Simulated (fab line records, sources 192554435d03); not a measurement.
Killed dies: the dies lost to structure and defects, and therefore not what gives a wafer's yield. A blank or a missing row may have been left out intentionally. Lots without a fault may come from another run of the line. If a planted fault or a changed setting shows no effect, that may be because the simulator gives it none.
Split-lot experiment || flow n5Finfet || 21 wafers read from 7 lots, route of 1938 steps

## ON THE SPLIT
At N5_SD_EPI_P_EPI_21 (deposits SiGe:B, time 355 s), the setting epiGrowthTimeS was moved away from the recipe's 355 s on 6 of the 21 wafers read, by -7.3% to +9.9%. The other wafers ran this setting at the recipe's value.

## FROM THE SPLIT TO THE READING: what the file shows between them, 2 steps
- N5_SD_EPI_P_HM_STRIP_48: strips SiNx in H3PO4, material SiNx, target depth 3 nm
- N5_SD_EPI_P_SRD_49: time 30 s

## THE READING
SiGe-B_of_SD_EPI_P_EPI_21.thkNm (the simulator's own value, which no gauge read), in nm, at N5_SD_EPI_P_PRECLEAN_24 (cleans in O3/DIW, time 45 s). The file does not state a usual value for it. Average 60.7 nm, standard deviation 1.1 nm, over the 15 wafers here run with the recipe.

{"wafer": "L074.2", "tool, chamber at the split": "epiRpcvd-02, 0", "epiGrowthTimeS as run, s": 355, "against the recipe": "recipe", "SiGe-B_of_SD_EPI_P_EPI_21.thkNm, nm": 62.2, "against lot-mates on the recipe": "-"}
{"wafer": "L074.3", "tool, chamber at the split": "epiRpcvd-02, 0", "epiGrowthTimeS as run, s": 355, "against the recipe": "recipe", "SiGe-B_of_SD_EPI_P_EPI_21.thkNm, nm": 62.4, "against lot-mates on the recipe": "-"}
{"wafer": "L074.5", "tool, chamber at the split": "epiRpcvd-02, 0", "epiGrowthTimeS as run, s": 355, "against the recipe": "recipe", "SiGe-B_of_SD_EPI_P_EPI_21.thkNm, nm": 61.2, "against lot-mates on the recipe": "-"}
{"wafer": "L077.2", "tool, chamber at the split": "epiRpcvd-01, 0", "epiGrowthTimeS as run, s": 355, "against the recipe": "recipe", "SiGe-B_of_SD_EPI_P_EPI_21.thkNm, nm": 59.4, "against lot-mates on the recipe": "-"}
{"wafer": "L077.3", "tool, chamber at the split": "epiRpcvd-01, 0", "epiGrowthTimeS as run, s": 335.1, "against the recipe": "-5.6%", "SiGe-B_of_SD_EPI_P_EPI_21.thkNm, nm": 57.4, "against lot-mates on the recipe": -2.1}
{"wafer": "L077.5", "tool, chamber at the split": "epiRpcvd-01, 0", "epiGrowthTimeS as run, s": 355, "against the recipe": "recipe", "SiGe-B_of_SD_EPI_P_EPI_21.thkNm, nm": 59.6, "against lot-mates on the recipe": "-"}
{"wafer": "L087.1", "tool, chamber at the split": "epiRpcvd-02, 0", "epiGrowthTimeS as run, s": 369.4, "against the recipe": "+4.1%", "SiGe-B_of_SD_EPI_P_EPI_21.thkNm, nm": 63.2, "against lot-mates on the recipe": "+1.4"}
{"wafer": "L087.2", "tool, chamber at the split": "epiRpcvd-02, 0", "epiGrowthTimeS as run, s": 355, "against the recipe": "recipe", "SiGe-B_of_SD_EPI_P_EPI_21.thkNm, nm": 61.4, "against lot-mates on the recipe": "-"}
{"wafer": "L087.4", "tool, chamber at the split": "epiRpcvd-02, 0", "epiGrowthTimeS as run, s": 355, "against the recipe": "recipe", "SiGe-B_of_SD_EPI_P_EPI_21.thkNm, nm": 62.2, "against lot-mates on the recipe": "-"}
{"wafer": "L088.1", "tool, chamber at the split": "epiRpcvd-01, 0", "epiGrowthTimeS as run, s": 390.1, "against the recipe": "+9.9%", "SiGe-B_of_SD_EPI_P_EPI_21.thkNm, nm": 65.8, "against lot-mates on the recipe": "+3.8"}
{"wafer": "L088.3", "tool, chamber at the split": "epiRpcvd-01, 0", "epiGrowthTimeS as run, s": 390.1, "against the recipe": "+9.9%", "SiGe-B_of_SD_EPI_P_EPI_21.thkNm, nm": 65.4, "against lot-mates on the recipe": "+3.4"}
{"wafer": "L088.5", "tool, chamber at the split": "epiRpcvd-01, 0", "epiGrowthTimeS as run, s": 355, "against the recipe": "recipe", "SiGe-B_of_SD_EPI_P_EPI_21.thkNm, nm": 62, "against lot-mates on the recipe": "-"}
{"wafer": "L093.4", "tool, chamber at the split": "epiRpcvd-03, 0", "epiGrowthTimeS as run, s": 355, "against the recipe": "recipe", "SiGe-B_of_SD_EPI_P_EPI_21.thkNm, nm": 59.8, "against lot-mates on the recipe": "-"}
{"wafer": "L093.5", "tool, chamber at the split": "epiRpcvd-03, 0", "epiGrowthTimeS as run, s": 355, "against the recipe": "recipe", "SiGe-B_of_SD_EPI_P_EPI_21.thkNm, nm": 60.2, "against lot-mates on the recipe": "-"}
{"wafer": "L093.6", "tool, chamber at the split": "epiRpcvd-03, 0", "epiGrowthTimeS as run, s": 355, "against the recipe": "recipe", "SiGe-B_of_SD_EPI_P_EPI_21.thkNm, nm": 59, "against lot-mates on the recipe": "-"}
{"wafer": "L095.2", "tool, chamber at the split": "epiRpcvd-03, 0", "epiGrowthTimeS as run, s": 329, "against the recipe": "-7.3%", "SiGe-B_of_SD_EPI_P_EPI_21.thkNm, nm": 57.2, "against lot-mates on the recipe": -2.2}
{"wafer": "L095.3", "tool, chamber at the split": "epiRpcvd-03, 0", "epiGrowthTimeS as run, s": 329, "against the recipe": "-7.3%", "SiGe-B_of_SD_EPI_P_EPI_21.thkNm, nm": 55.6, "against lot-mates on the recipe": -3.8}
{"wafer": "L095.4", "tool, chamber at the split": "epiRpcvd-03, 0", "epiGrowthTimeS as run, s": 355, "against the recipe": "recipe", "SiGe-B_of_SD_EPI_P_EPI_21.thkNm, nm": 59.4, "against lot-mates on the recipe": "-"}
{"wafer": "L096.1", "tool, chamber at the split": "epiRpcvd-01, 0", "epiGrowthTimeS as run, s": 355, "against the recipe": "recipe", "SiGe-B_of_SD_EPI_P_EPI_21.thkNm, nm": 60.8, "against lot-mates on the recipe": "-"}
{"wafer": "L096.2", "tool, chamber at the split": "epiRpcvd-01, 0", "epiGrowthTimeS as run, s": 355, "against the recipe": "recipe", "SiGe-B_of_SD_EPI_P_EPI_21.thkNm, nm": 60.6, "against lot-mates on the recipe": "-"}
{"wafer": "L096.4", "tool, chamber at the split": "epiRpcvd-01, 0", "epiGrowthTimeS as run, s": 355, "against the recipe": "recipe", "SiGe-B_of_SD_EPI_P_EPI_21.thkNm, nm": 60.4, "against lot-mates on the recipe": "-"}

THE FIT
A straight line over all 21 wafers: SiGe-B_of_SD_EPI_P_EPI_21.thkNm changes by +0.538 nm for each +1% of epiGrowthTimeS; r = +0.91; the points scatter about the line by 1 nm.
The same after taking each lot's own level away (the mean of its wafers on the recipe; 21 wafers): +0.378 nm for each +1%; r = +0.97; scatter 0.43 nm.
On that fit, the largest move of epiGrowthTimeS shifts the reading by 3.7 nm.
The lots' own levels span 59.40 to 62.00 nm, that is 2.3 times the standard deviation above.
Hence the slope depends on the lot-to-lot level, as the two fits are not the same.
Check: +3.66 nm against its lot-mates is what the line predicts for one of the wafers moved furthest among these (+9.9%) when that wafer is left out of the fit. It came out at +3.8 nm against them.

## THE WHOLE CHAIN: every reading that the file lists as answering this split, in the file's order
{"step": "N5_SD_EPI_P_EPI_21", "what it does": "deposits SiGe:B, time 355 s", "reading": "SiGe-B_of_SD_EPI_P_EPI_21.thkNm (the simulator's own value, which no gauge read)", "change (the file's fit)": "+0.39 nm for each +1% of the setting", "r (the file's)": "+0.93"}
{"step": "N5_SD_EPI_P_HM_STRIP_48", "what it does": "strips SiNx in H3PO4, material SiNx, target depth 3 nm", "reading": "SiGe-B_of_SD_EPI_P_EPI_21.thkNm (the simulator's own value, which no gauge read)", "change (the file's fit)": "+0.368 nm for each +1% of the setting", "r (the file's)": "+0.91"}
{"step": "N5_SD_EPI_P_PRECLEAN_24", "what it does": "cleans in O3/DIW, time 45 s", "reading": "SiGe-B_of_SD_EPI_P_EPI_21.thkNm (the simulator's own value, which no gauge read)", "change (the file's fit)": "+0.376 nm for each +1% of the setting", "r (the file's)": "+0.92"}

## THE FILE'S OWN FIT
SiGe-B_of_SD_EPI_P_EPI_21.thkNm changes by +0.376 nm for each +1% of epiGrowthTimeS, r = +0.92.
